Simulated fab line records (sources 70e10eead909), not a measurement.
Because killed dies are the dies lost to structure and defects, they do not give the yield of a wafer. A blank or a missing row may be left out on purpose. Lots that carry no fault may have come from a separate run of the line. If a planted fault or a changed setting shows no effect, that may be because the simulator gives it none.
Struck lot and sound lot, side by side    flow nand-harc    40 steps out of a route of 1159
Sound: wafers L699.3, L699.5, L699.6. Struck: wafer L712.4 (left out: L712.3, L712.5 of the same lot, which were not struck); the cause appears at the end.
For every step that has rows: the tool of each side, followed by ch and its chambers, followed by its first start. Under that, the readings that differ: sound wafers    struck wafers    difference of the means    sigmas: that difference in standard deviations of wafers without a fault.
alike: readings whose means differ by less than 2 such deviations, and words and numbers that are the same on both sides. not compared: withheld readings, readings that some wafer has no value for, bounds like >300 that may hide the same value, and numbers for which the record gives no deviation and whose values overlap.
Wherever a step has rows on one side only, a row that says differs or no value, or a row with sigmas, the two part there. Numbers that don't overlap but have no deviation are shown without sigmas and don't part them. A reading missing from all wafers of one side parts the sides only when that side holds two or more wafers.

NHARC_P_CONTACT_ETCH_35: etches the open film in CF4, target depth 39 nm, time 65 s.
  sound on rie-diel-11 ch 0,2,3, day 6 10:35; struck on rie-diel-11 ch 3, day 9 21:44
  alike: drypump-motor-current-A, oes-product-au, rf-vpp-V, showerhead-plenum-p-Torr, throttle-valve-pct
  not compared: rf-hours-counter-h
then, 1 step without rows for these wafers: NHARC_P_CONTACT_ETCH_36 (etches the open film in N2/H2, target depth 260 nm, time 406.25 s).
NHARC_P_CONTACT_ETCH_18: etches the open film in C4F8/O2/Ar, target depth 481 nm, time 240.5 s.
  sound: rie-diel-11 ch 0,1,3; struck: rie-diel-11 ch 3
reading                sound              struck  difference  sigmas
oes-product-au (a.u.)  0.948 0.962 0.951  0.992   +0.038      +2
  alike: rf-vpp-V
  not compared: rf-hours-counter-h
then, 2 steps without rows for these wafers: NHARC_P_CONTACT_STRIP_37 (strips in C4F8/O2/Ar); NHARC_P_CONTACT_ETCH_31 (etches the open film in CH3F/O2, target depth 30 nm, time 85.7 s).
NHARC_P_CONTACT_CD_MEAS_19:
  sound on cd-sem-02 at day 6 11:24; struck on cd-sem-03 at day 9 22:31
  alike: cd-nm
then, 4 steps without rows for these wafers: NHARC_P_CONTACT_STRIP_28 (strips in O2); NHARC_P_CONTACT_STRIP_29 (strips in post etch residue remover, time 1200 s); NHARC_P_CONTACT_DEGAS_38 (time 60 s); NHARC_P_CONTACT_PRE_CLEAN_39 (time 19.5 s).
NHARC_P_CONTACT_PVD_32: deposits Ti, target thk 5 nm, time 17.7 s.
  sound on pvd-sputter-02; struck on pvd-sputter-01
  alike: throttle-valve-pct
then, 1 step without rows for these wafers: NHARC_P_CONTACT_ALD_22 (deposits TiN, target thk 3 nm, pulse time 1 s, ald cycles 150).
NHARC_P_CONTACT_CVD_23: deposits W, target thk 200 nm, time 557 s.
  sound on cvd-w-02 ch 0,1, day 6 12:49; struck on cvd-w-01 ch 0, day 10 00:16
reading             sound        struck  difference  sigmas
heater-power-w (W)  524 499 522  401     -114        -3
  alike: heater-power-outer-w, mfc-h2-sccm, throttle-valve-pct
then, 12 steps without rows for these wafers: NHARC_P_CONTACT_CMP_24 (polishes, t overpolish 30 s, target thk 200 nm); NHARC_P_CONTACT_SRD_26; NHARC_P_M0_DEP_00 (deposits SiOC, target thk 150 nm); NHARC_P_M0_DEHYDRATE_01 (time 120 s); NHARC_P_M0_HMDS_02 (time 30 s); NHARC_P_M0_COAT_33 (time 65 s); NHARC_P_M0_COAT_03 (resist thk 90 nm); NHARC_P_M0_SOFTBAKE_04 (time 55 s); NHARC_P_M0_EBR_05; NHARC_P_M0_EXPOSE_06 (exposes mask P M0, target cd 90 nm); NHARC_P_M0_PEB_07 (peb time 65 s); NHARC_P_M0_DEVELOP_08 (develop time 35 s).
NHARC_P_M0_CD_MEAS_09: target cd 90 nm.
  sound on cd-sem-03 ch 0, day 6 14:35; struck on cd-sem-02 ch 0, day 10 02:11
  alike: cd-nm
NHARC_P_M0_OVL_MEAS_10: pitch 180 nm.
  sound on overlay-01 at day 6 14:40; struck on overlay-02 at day 10 02:16
  alike: overlay-x-nm, overlay-y-nm
then, 2 steps without rows for these wafers: NHARC_P_M0_DESCUM_14 (chemistry O2, time 3 s); NHARC_P_M0_ETCH_34 (etches the open film in N2/H2, target depth 40 nm, overetch 12 nm, time 43.94 s).
NHARC_P_M0_ETCH_15: etches the open film in C4F8/Ar, target depth 150 nm, overetch 15 nm, time 82.5 s.
  sound: rie-diel-01 ch 0,1,2; struck: rie-diel-09 ch 2
  alike: oes-product-au, rf-vpp-V
  not compared: rf-hours-counter-h
NHARC_P_M0_CD_MEAS_16:
  sound on cd-sem-03 at day 6 15:04; struck on cd-sem-01 at day 10 02:40
  alike: cd-nm
then, 2 steps without rows for these wafers: NHARC_P_M0_STRIP_18 (strips in N2/H2); NHARC_P_M0_STRIP_19 (strips in post etch residue remover, time 600 s).
NHARC_P_M0_DEGAS_28: time 60 s.
  sound on pvd-sputter-01 at day 6 15:43; struck on pvd-sputter-01 at day 10 03:17
  alike: heater-power-w
then, 5 steps without rows for these wafers: NHARC_P_M0_PRE_CLEAN_29 (time 30 s); NHARC_P_M0_PVD_20 (deposits TaN, target thk 5 nm, time 8.06 s); NHARC_P_M0_PVD_21 (deposits Cu, target thk 30 nm, time 20.49 s); NHARC_P_M0_ECD_22 (material Cu, target thk 400 nm); NHARC_P_M0_ANNEAL_30 (time 90 s).
-- break in the record here, with 13 days between the starts of the struck wafers on either side (left off in module P_M0, picked up again in module END, where the first step shown is number 1159 on the route) --
NHARC_END_SORT_01:
  only the struck wafers appear in the record here, on prober-01 ch 0 at day 23 12:45; the sound ones have no rows

## WHERE THEY PART
Last at NHARC_END_SORT_01 as far as this record goes, first at NHARC_P_CONTACT_ETCH_18.

WHY: what had been put in by the simulator
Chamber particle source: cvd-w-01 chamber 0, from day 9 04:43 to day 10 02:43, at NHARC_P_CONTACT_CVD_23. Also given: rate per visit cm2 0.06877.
